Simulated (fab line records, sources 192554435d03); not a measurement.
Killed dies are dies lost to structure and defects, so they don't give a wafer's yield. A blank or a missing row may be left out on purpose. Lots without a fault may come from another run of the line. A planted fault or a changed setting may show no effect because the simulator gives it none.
Which tool did it? | flow n5_finfet | 9 lots, 27 wafers sampled, at 7 steps of a route of 1938

WHAT THE GAUGES READ, wafer by wafer
N5_BEOL_M4_THK_MEAS_53: measures by xrf. Usual: M4_THK 39.0 nm, standard deviation 1.9.
lot  | measured     | on            | M4_THK (nm)       | flag
L415 | day 9 15:14  | film_metro-01 | 40.3 40.2 40.9    |
L416 | day 10 00:02 | film_metro-01 | 39.4 41.4 41.2    |
L417 | day 10 06:12 | film_metro-02 | 143.2 145.9 143.2 | OFF
L418 | day 10 16:44 | film_metro-01 | 152.7 158.7 153.7 | OFF
L422 | day 12 04:47 | film_metro-01 | 38.2 39.0 39.1    |
L425 | day 12 07:31 | film_metro-02 | 39.8 43.3 43.2    |
L428 | day 13 02:25 | film_metro-01 | 39.9 39.3 42.0    |
L429 | day 13 19:56 | film_metro-02 | 38.2 40.1 39.6    |
L430 | day 14 03:05 | film_metro-02 | 37.2 39.6 38.9    |

N5_BEOL_M4_INSPECT_59: inspects for defects (darkfield). Usual: raw_defect_count 73, standard deviation 22.
lot  | measured     | on                | raw_defect_count | flag
L415 | day 9 15:32  | defect_inspect-02 | 38 47 53         |
L416 | day 10 00:20 | defect_inspect-01 | 129 109 81       |
L417 | day 10 06:29 | defect_inspect-02 | 4939 5012 4942   | OFF
L418 | day 10 17:02 | defect_inspect-02 | 4963 5062 4976   | OFF
L422 | day 12 05:04 | defect_inspect-01 | 91 67 72         |
L425 | day 12 07:48 | defect_inspect-01 | 84 140 75        |
L428 | day 13 02:43 | defect_inspect-01 | 107 76 99        |
L429 | day 13 20:13 | defect_inspect-02 | 72 59 64         |
L430 | day 14 03:23 | defect_inspect-02 | 93 72 65         |

N5_BEOL_M4_RC_MEAS_101. Usual: DIBL_N 37.2 mV/V, standard deviation 2.5; DIBL_P 38 mV/V, standard deviation 3; IOFF_N 0.17 nA/um, standard deviation 0.044; IOFF_P 0.24 nA/um, standard deviation 0.059; ION_N 667 uA/um, standard deviation 13; ION_P 461 uA/um, standard deviation 7.9; SS_N 71.8 mV/dec, standard deviation 0.86; SS_P 73.6 mV/dec, standard deviation 0.92; VT_N 250 mV, standard deviation 4.1; VT_P -249 mV, standard deviation 3.9.
lot  | measured     | on        | DIBL_N (mV/V)  | DIBL_P (mV/V) | IOFF_N (nA/um) | IOFF_P (nA/um) | ION_N (uA/um) | ION_P (uA/um) | SS_N (mV/dec)  | SS_P (mV/dec)  | VT_N (mV)   | VT_P (mV)      | flag
L415 | day 9 15:33  | prober-02 | 37.6 36.2 38.3 | 37 36 38      | 0.18 0.15 0.20 | 0.23 0.22 0.26 | 676 660 675   | 461 458 473   | 71.5 71.5 71.7 | 73.5 73.6 73.7 | 248 253 246 | -251 -250 -249 |
L416 | day 10 00:31 | prober-02 | 38.5 37.5 37.5 | 38 37 36      | 0.18 0.15 0.16 | 0.27 0.23 0.22 | 677 658 670   | 480 460 459   | 71.3 71.7 71.0 | 73.6 73.5 73.3 | 249 252 247 | -244 -247 -246 |
L422 | day 12 05:06 | prober-02 | 39.0 34.9 36.5 | 39 36 38      | 0.19 0.12 0.15 | 0.23 0.18 0.21 | 678 659 672   | 460 457 455   | 72.2 71.4 71.8 | 73.8 72.9 73.5 | 248 252 250 | -249 -252 -252 |
L425 | day 12 07:59 | prober-02 | 36.0 38.4 37.2 | 34 38 37      | 0.14 0.18 0.15 | 0.21 0.24 0.22 | 646 669 658   | 446 458 456   | 71.9 72.1 72.5 | 72.9 73.4 73.3 | 254 249 254 | -249 -248 -251 |
L428 | day 13 02:53 | prober-01 | 37.1 35.6 39.0 | 36 36 39      | 0.14 0.14 0.18 | 0.22 0.22 0.28 | 651 666 665   | 452 464 464   | 71.5 71.0 72.2 | 73.0 73.4 74.2 | 254 250 249 | -248 -249 -247 |
L429 | day 13 20:24 | prober-02 | 33.1 39.4 39.1 | 34 41 41      | 0.11 0.19 0.20 | 0.16 0.26 0.26 | 650 654 675   | 452 452 460   | 71.2 72.3 73.1 | 73.1 74.4 73.7 | 255 251 248 | -253 -251 -250 |
L430 | day 14 03:52 | prober-01 | 39.9 39.3 35.9 | 38 38 33      | 0.18 0.16 0.12 | 0.24 0.25 0.19 | 658 663 657   | 458 462 451   | 72.5 72.0 71.3 | 72.9 73.2 71.8 | 251 253 257 | -249 -246 -251 |

WHICH TOOL RAN EACH LOT (tool, then ch and the chambers of the sampled wafers, then the start)
lot  | N5_BEOL_M4_ANNEAL_82         | N5_BEOL_M4_ANNEAL_89         | N5_BEOL_M4_ANNEAL_95         | N5_BEOL_M4_CMP_52
L415 | pvd_sputter-03, day 9 13:12  | pvd_sputter-03, day 9 13:38  | pvd_sputter-03, day 9 14:18  | cmp-02 ch 0,1,2, day 9 14:59
L416 | pvd_sputter-03, day 9 22:01  | pvd_sputter-03, day 9 22:27  | pvd_sputter-03, day 9 23:07  | cmp-02 ch 0,1,3, day 9 23:45
L417 | pvd_sputter-03, day 10 04:10 | pvd_sputter-03, day 10 04:36 | pvd_sputter-03, day 10 05:16 | cmp-02 ch 2,3, day 10 05:57
L418 | pvd_sputter-03, day 10 14:43 | pvd_sputter-03, day 10 15:09 | pvd_sputter-03, day 10 15:49 | cmp-02 ch 1,3, day 10 16:26
L422 | pvd_sputter-03, day 12 02:46 | pvd_sputter-03, day 12 03:12 | pvd_sputter-03, day 12 03:52 | cmp-04 ch 0,2, day 12 04:32
L425 | pvd_sputter-02, day 12 05:29 | pvd_sputter-02, day 12 05:56 | pvd_sputter-02, day 12 06:35 | cmp-04 ch 0,1,2, day 12 07:13
L428 | pvd_sputter-03, day 13 00:23 | pvd_sputter-03, day 13 00:50 | pvd_sputter-03, day 13 01:29 | cmp-01 ch 0,2, day 13 02:10
L429 | pvd_sputter-01, day 13 17:13 | pvd_sputter-01, day 13 17:39 | pvd_sputter-01, day 13 18:19 | cmp-01 ch 1,2,3, day 13 19:46
L430 | pvd_sputter-03, day 14 01:03 | pvd_sputter-03, day 14 01:29 | pvd_sputter-03, day 14 02:09 | cmp-02 ch 0,1, day 14 02:50
- N5_BEOL_M4_ANNEAL_82: time 240 s.
- N5_BEOL_M4_ANNEAL_89: time 240 s.
- N5_BEOL_M4_ANNEAL_95: time 240 s.
- N5_BEOL_M4_CMP_52: polishes, stops on SiOC, t overpolish 6.8 s, target thk 40 nm.

WHAT THE TOOLS THEMSELVES READ (means of the sampled wafers that have a number; where no wafer has one, the mark that the record gives instead)
N5_BEOL_M4_ANNEAL_82. Usual: heater_power_w 818 W, standard deviation 110.
lot  | tool           | heater_power_w (W) | flag
L415 | pvd_sputter-03 | 756                |
L416 | pvd_sputter-03 | 774                |
L417 | pvd_sputter-03 | 722                |
L418 | pvd_sputter-03 | 691                |
L422 | pvd_sputter-03 | 743                |
L425 | pvd_sputter-02 | 859                |
L428 | pvd_sputter-03 | 760                |
L429 | pvd_sputter-01 | 872                |
L430 | pvd_sputter-03 | 796                |

N5_BEOL_M4_ANNEAL_89. Usual: heater_power_w 818 W, standard deviation 110.
lot  | tool           | heater_power_w (W) | flag
L415 | pvd_sputter-03 | 767                |
L416 | pvd_sputter-03 | 795                |
L417 | pvd_sputter-03 | 712                |
L418 | pvd_sputter-03 | 677                |
L422 | pvd_sputter-03 | 743                |
L425 | pvd_sputter-02 | 846                |
L428 | pvd_sputter-03 | 763                |
L429 | pvd_sputter-01 | 857                |
L430 | pvd_sputter-03 | 778                |

N5_BEOL_M4_ANNEAL_95. Usual: heater_power_w 819 W, standard deviation 110.
lot  | tool           | heater_power_w (W) | flag
L415 | pvd_sputter-03 | 770                |
L416 | pvd_sputter-03 | 792                |
L417 | pvd_sputter-03 | 730                |
L418 | pvd_sputter-03 | 683                |
L422 | pvd_sputter-03 | 758                |
L425 | pvd_sputter-02 | 858                |
L428 | pvd_sputter-03 | 765                |
L429 | pvd_sputter-01 | 861                |
L430 | pvd_sputter-03 | 793                |

N5_BEOL_M4_CMP_52. Usual: barrier_field_endpoint_s 24.7 s, standard deviation 0.71; clearing_platen_down_force_psi 1.5005 psi, standard deviation 0.0028; motor_current_A 6.0 A, standard deviation 0.66; overpolish_run_s 6.799 s, standard deviation 0.0087; time_to_endpoint_s 61 s, standard deviation 3.6.
lot  | tool   | barrier_field_endpoint_s (s) | clearing_platen_down_force_psi (psi) | motor_current_A (A) | overpolish_run_s (s) | time_to_endpoint_s (s) | flag
L415 | cmp-02 | 25.1                         | 1.5018                               | 6.4                 | 6.796                | 61                     |
L416 | cmp-02 | 24.5                         | 1.5003                               | 6.7                 | 6.802                | 62                     |
L417 | cmp-02 | 41.3                         | 1.5032                               | 6.2                 | 0.041                | 81                     | OFF
L418 | cmp-02 | 41.3                         | 1.4997                               | 7.0                 | 0.035                | 81                     | OFF
L422 | cmp-04 | 25.4                         | 1.5030                               | 5.5                 | 6.797                | 66                     |
L425 | cmp-04 | 24.7                         | 1.5016                               | 5.9                 | 6.798                | 61                     |
L428 | cmp-01 | 25.9                         | 1.5044                               | 5.4                 | 6.797                | 67                     |
L429 | cmp-01 | 25.1                         | 1.4984                               | 5.7                 | 6.800                | 65                     |
L430 | cmp-02 | 25.0                         | 1.5034                               | 7.0                 | 6.797                | 59                     |

THE ANSWER, worked out from the rows above alone
Rule: a lot is off if the mean of its wafers that have a number lies more than 3 standard deviations from the usual mean. A lot without any number at a reading at which 4 lots or more have one is off too. The other lots that the step has rows for count as sound. The gauges are gone through in route order, then the tools' own readings, and for those a lot's mean is taken as printed above. The first step at which some lot is off is used, and at that step the reading that is off furthest; a lot without a number counts as furthest.
Off: L417, L418, at N5_BEOL_M4_THK_MEAS_53 (M4_THK).
A tool fits if, at a process step before that reading, it ran every lot that is off, and no sound lot after the first of them. The gauges at N5_BEOL_M4_THK_MEAS_53 aren't tried: what is off there is off at N5_BEOL_M4_INSPECT_59 too, on other tools, and a gauge's error can't cause that. None of those tried fits.

WHAT THE SIMULATOR HAD PUT IN
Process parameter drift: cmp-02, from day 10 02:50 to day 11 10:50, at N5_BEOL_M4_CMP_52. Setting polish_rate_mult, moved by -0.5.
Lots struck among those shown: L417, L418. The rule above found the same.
